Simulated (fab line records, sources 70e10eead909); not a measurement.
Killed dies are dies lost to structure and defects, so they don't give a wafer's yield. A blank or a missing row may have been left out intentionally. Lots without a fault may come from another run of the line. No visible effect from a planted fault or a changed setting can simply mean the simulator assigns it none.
Which tool did it?	flow nand_harc	6 lots with 16 wafers sampled at 5 steps, on a route of 1159 steps

WHAT EACH GAUGE READ, for each wafer
NHARC_END_SORT_01.
lot	measured	on	killed_at_array
L862	day 21 15:29	prober-02	16 499

TOOL THAT RAN EACH LOT (tool first, then ch and the chambers of the sampled wafers, then the start)
lot	NHARC_A_SLIT_DEP_23	NHARC_A_BONDPAD_CMP_29	NHARC_A_BONDPAD_ETCH_34	NHARC_A_BONDPAD_STRIP_15
L858	pecvd-04 ch 0,2, day 15 01:16	cmp-01 ch 1,2,3, day 18 12:23	rie_diel-09 ch 0,1, day 18 13:29	rie_diel-09 ch 0,2,3, day 18 13:54
L860	pecvd-03 ch 0,2, day 15 03:18	cmp-01 ch 0,1, day 18 16:41	rie_diel-09 ch 1,2, day 18 17:49	rie_diel-03 ch 0,1,2, day 18 18:09
L862	pecvd-03 ch 0,1, day 15 12:31	cmp-04 ch 1, day 19 07:54	rie_diel-03 ch 0, day 19 08:56	rie_diel-03 ch 1, day 19 09:18
L866	pecvd-03 ch 0,2, day 17 02:19	cmp-04 ch 1, day 21 00:43	rie_diel-09 ch 0, day 21 01:46	rie_diel-09 ch 0, day 21 02:06
L873	pecvd-02 ch 0,1,2, day 19 03:29	cmp-02 ch 0,1, day 22 06:40	rie_diel-09 ch 0,2,3, day 22 07:39	rie_diel-09 ch 1,2,3, day 22 07:58
L877	pecvd-02 ch 0,1,2, day 19 08:28	cmp-01 ch 1,2,3, day 23 04:29	rie_diel-09 ch 2,3, day 23 05:25	rie_diel-09 ch 1,2,3, day 23 05:44
- NHARC_A_SLIT_DEP_23: deposits SiON, target thk 100 nm.
- NHARC_A_BONDPAD_CMP_29: polishes SiCN, target thk 200 nm.
- NHARC_A_BONDPAD_ETCH_34: etches the open film in N2/H2, target depth 60 nm, overetch 18 nm, time 65.91 s.
- NHARC_A_BONDPAD_STRIP_15: strips in O2.

THE ANSWER, worked out from the rows above alone
Rule: the usual values come from the lots themselves. The widest of any qualifying gaps counts: lots, ordered by their means at a reading, are off when they make up no more than a third of the lots, leave a main group of 4 or more, and stand apart from it by 3 or more times the standard deviation of that group's means. If all means in a main group match to the digits the tables above print for the reading, that group is not used. Also off: a lot with no number at a reading for which 4 or more lots have one. Where the step has rows for the other lots, those lots are counted as sound.
No lot is off at any reading shown: from this, nothing can be told.

WHAT HAD BEEN PUT IN BY THE SIMULATOR
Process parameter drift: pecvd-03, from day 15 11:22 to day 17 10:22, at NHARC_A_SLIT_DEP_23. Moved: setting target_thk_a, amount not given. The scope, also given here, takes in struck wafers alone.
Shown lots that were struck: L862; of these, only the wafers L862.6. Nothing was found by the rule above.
